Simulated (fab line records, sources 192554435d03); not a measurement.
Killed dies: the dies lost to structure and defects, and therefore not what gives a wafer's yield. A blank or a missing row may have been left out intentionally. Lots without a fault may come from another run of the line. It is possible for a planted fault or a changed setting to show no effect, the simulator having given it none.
Lot-split experiment :: flow n5_finfet :: 39 wafers read from 7 lots, route of 1938 steps

ON THE SPLIT
At N5_FIN_SAQP_EXPOSE_13 (exposes mask FIN CORE, target cd 35.6 nm), the setting dose_mj was moved away from the recipe's 63.25 on 18 of the 39 wafers read, by -4.6% to +5.3%. The other wafers ran this setting at the recipe's value.

FROM THE SPLIT TO THE READING: what the file shows between them, 2 steps
- N5_FIN_SAQP_PEB_14: peb time 60 s
- N5_FIN_SAQP_DEVELOP_15: develop time 30 s

THE READING
At N5_FIN_SAQP_CD_MEAS_16: cd_nm in nanometres, against a target cd of 35.6 nm. Fault-free wafers of this fab line usually give 35.7 nm, standard deviation 0.35 nm.

wafer: L080.1
tool, chamber at the split: arfi_scanner-03, 0
dose_mj as run: 63.25
against the recipe: recipe
cd_nm, nm: 35.5
against lot-mates on the recipe: -

wafer: L080.2
tool, chamber at the split: arfi_scanner-03, 0
dose_mj as run: 66.59
against the recipe: +5.3%
cd_nm, nm: 34.6
against lot-mates on the recipe: -1.1

wafer: L080.3
tool, chamber at the split: arfi_scanner-03, 0
dose_mj as run: 63.25
against the recipe: recipe
cd_nm, nm: 35.3
against lot-mates on the recipe: -

wafer: L080.4
tool, chamber at the split: arfi_scanner-03, 0
dose_mj as run: 63.25
against the recipe: recipe
cd_nm, nm: 36.4
against lot-mates on the recipe: -

wafer: L080.5
tool, chamber at the split: arfi_scanner-03, 0
dose_mj as run: 66.59
against the recipe: +5.3%
cd_nm, nm: 34.4
against lot-mates on the recipe: -1.3

wafer: L080.6
tool, chamber at the split: arfi_scanner-03, 0
dose_mj as run: 66.59
against the recipe: +5.3%
cd_nm, nm: 35.0
against lot-mates on the recipe: -0.7

wafer: L082.1
tool, chamber at the split: arfi_scanner-01, 0
dose_mj as run: 60.89
against the recipe: -3.7%
cd_nm, nm: 36.8
against lot-mates on the recipe: +1.1

wafer: L082.2
tool, chamber at the split: arfi_scanner-01, 0
dose_mj as run: 63.25
against the recipe: recipe
cd_nm, nm: 35.8
against lot-mates on the recipe: -

wafer: L082.3
tool, chamber at the split: arfi_scanner-01, 0
dose_mj as run: 63.25
against the recipe: recipe
cd_nm, nm: 36.0
against lot-mates on the recipe: -

wafer: L082.4
tool, chamber at the split: arfi_scanner-01, 0
dose_mj as run: 60.89
against the recipe: -3.7%
cd_nm, nm: 36.9
against lot-mates on the recipe: +1.2

wafer: L082.5
tool, chamber at the split: arfi_scanner-01, 0
dose_mj as run: 60.89
against the recipe: -3.7%
cd_nm, nm: 37.1
against lot-mates on the recipe: +1.4

wafer: L082.6
tool, chamber at the split: arfi_scanner-01, 0
dose_mj as run: 63.25
against the recipe: recipe
cd_nm, nm: 35.2
against lot-mates on the recipe: -

wafer: L085.1
tool, chamber at the split: arfi_scanner-03, 0
dose_mj as run: 63.25
against the recipe: recipe
cd_nm, nm: 35.4
against lot-mates on the recipe: -

wafer: L085.5
tool, chamber at the split: arfi_scanner-03, 0
dose_mj as run: 63.25
against the recipe: recipe
cd_nm, nm: 35.4
against lot-mates on the recipe: -

wafer: L085.6
tool, chamber at the split: arfi_scanner-03, 0
dose_mj as run: 63.25
against the recipe: recipe
cd_nm, nm: 36.1
against lot-mates on the recipe: -

wafer: L086.1
tool, chamber at the split: arfi_scanner-03, 0
dose_mj as run: 60.36
against the recipe: -4.6%
cd_nm, nm: 37.8
against lot-mates on the recipe: +1.8

wafer: L086.2
tool, chamber at the split: arfi_scanner-03, 0
dose_mj as run: 63.25
against the recipe: recipe
cd_nm, nm: 36.3
against lot-mates on the recipe: -

wafer: L086.3
tool, chamber at the split: arfi_scanner-03, 0
dose_mj as run: 60.36
against the recipe: -4.6%
cd_nm, nm: 37.5
against lot-mates on the recipe: +1.5

wafer: L086.4
tool, chamber at the split: arfi_scanner-03, 0
dose_mj as run: 63.25
against the recipe: recipe
cd_nm, nm: 35.9
against lot-mates on the recipe: -

wafer: L086.5
tool, chamber at the split: arfi_scanner-03, 0
dose_mj as run: 63.25
against the recipe: recipe
cd_nm, nm: 35.8
against lot-mates on the recipe: -

wafer: L086.6
tool, chamber at the split: arfi_scanner-03, 0
dose_mj as run: 60.36
against the recipe: -4.6%
cd_nm, nm: 37.3
against lot-mates on the recipe: +1.3

wafer: L089.1
tool, chamber at the split: arfi_scanner-03, 0
dose_mj as run: 63.25
against the recipe: recipe
cd_nm, nm: 35.1
against lot-mates on the recipe: -

wafer: L089.2
tool, chamber at the split: arfi_scanner-03, 0
dose_mj as run: 63.25
against the recipe: recipe
cd_nm, nm: 35.4
against lot-mates on the recipe: -

wafer: L089.3
tool, chamber at the split: arfi_scanner-03, 0
dose_mj as run: 66.56
against the recipe: +5.2%
cd_nm, nm: 33.7
against lot-mates on the recipe: -1.8

wafer: L089.4
tool, chamber at the split: arfi_scanner-03, 0
dose_mj as run: 63.25
against the recipe: recipe
cd_nm, nm: 36.0
against lot-mates on the recipe: -

wafer: L089.5
tool, chamber at the split: arfi_scanner-03, 0
dose_mj as run: 66.56
against the recipe: +5.2%
cd_nm, nm: 33.7
against lot-mates on the recipe: -1.8

wafer: L089.6
tool, chamber at the split: arfi_scanner-03, 0
dose_mj as run: 66.56
against the recipe: +5.2%
cd_nm, nm: 33.9
against lot-mates on the recipe: -1.6

wafer: L091.1
tool, chamber at the split: arfi_scanner-02, 0
dose_mj as run: 63.25
against the recipe: recipe
cd_nm, nm: 36.2
against lot-mates on the recipe: -

wafer: L091.2
tool, chamber at the split: arfi_scanner-02, 0
dose_mj as run: 65.57
against the recipe: +3.7%
cd_nm, nm: 35.1
against lot-mates on the recipe: -1.0

wafer: L091.3
tool, chamber at the split: arfi_scanner-02, 0
dose_mj as run: 65.57
against the recipe: +3.7%
cd_nm, nm: 34.6
against lot-mates on the recipe: -1.5

wafer: L091.4
tool, chamber at the split: arfi_scanner-02, 0
dose_mj as run: 63.25
against the recipe: recipe
cd_nm, nm: 36.0
against lot-mates on the recipe: -

wafer: L091.5
tool, chamber at the split: arfi_scanner-02, 0
dose_mj as run: 63.25
against the recipe: recipe
cd_nm, nm: 36.1
against lot-mates on the recipe: -

wafer: L091.6
tool, chamber at the split: arfi_scanner-02, 0
dose_mj as run: 65.57
against the recipe: +3.7%
cd_nm, nm: 35.2
against lot-mates on the recipe: -0.9

wafer: L096.1
tool, chamber at the split: arfi_scanner-03, 0
dose_mj as run: 61.96
against the recipe: -2.0%
cd_nm, nm: 36.1
against lot-mates on the recipe: +0.6

wafer: L096.2
tool, chamber at the split: arfi_scanner-03, 0
dose_mj as run: 61.96
against the recipe: -2.0%
cd_nm, nm: 36.3
against lot-mates on the recipe: +0.8

wafer: L096.3
tool, chamber at the split: arfi_scanner-03, 0
dose_mj as run: 63.25
against the recipe: recipe
cd_nm, nm: 34.9
against lot-mates on the recipe: -

wafer: L096.4
tool, chamber at the split: arfi_scanner-03, 0
dose_mj as run: 63.25
against the recipe: recipe
cd_nm, nm: 35.5
against lot-mates on the recipe: -

wafer: L096.5
tool, chamber at the split: arfi_scanner-03, 0
dose_mj as run: 61.96
against the recipe: -2.0%
cd_nm, nm: 36.1
against lot-mates on the recipe: +0.6

wafer: L096.6
tool, chamber at the split: arfi_scanner-03, 0
dose_mj as run: 63.25
against the recipe: recipe
cd_nm, nm: 36.1
against lot-mates on the recipe: -

THE FIT
A straight line over all 39 wafers: cd_nm changes by -0.302 nm for each +1% of dose_mj; r = -0.91; the points scatter about the line by 0.42 nm.
The same after taking each lot's own level away (the mean of its wafers on the recipe; 39 wafers): -0.299 nm for each +1%; r = -0.93; scatter 0.34 nm.
Per that fit: largest dose_mj move, reading shift of 1.6 nm.
The span of the lots' own levels, 35.50 to 36.10 nm, comes to 1.7 times the standard deviation stated above.
The two slopes agree, so the slope changes little with the lot-to-lot level.
Check: for one of the wafers moved furthest among these (+5.3%), held out of the fit, the line's prediction against its lot-mates is -1.57 nm. It came out at -1.13 nm against them.

THE FILE'S OWN FIT
cd_nm changes by -0.294 nm for each +1% of dose_mj, r = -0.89.
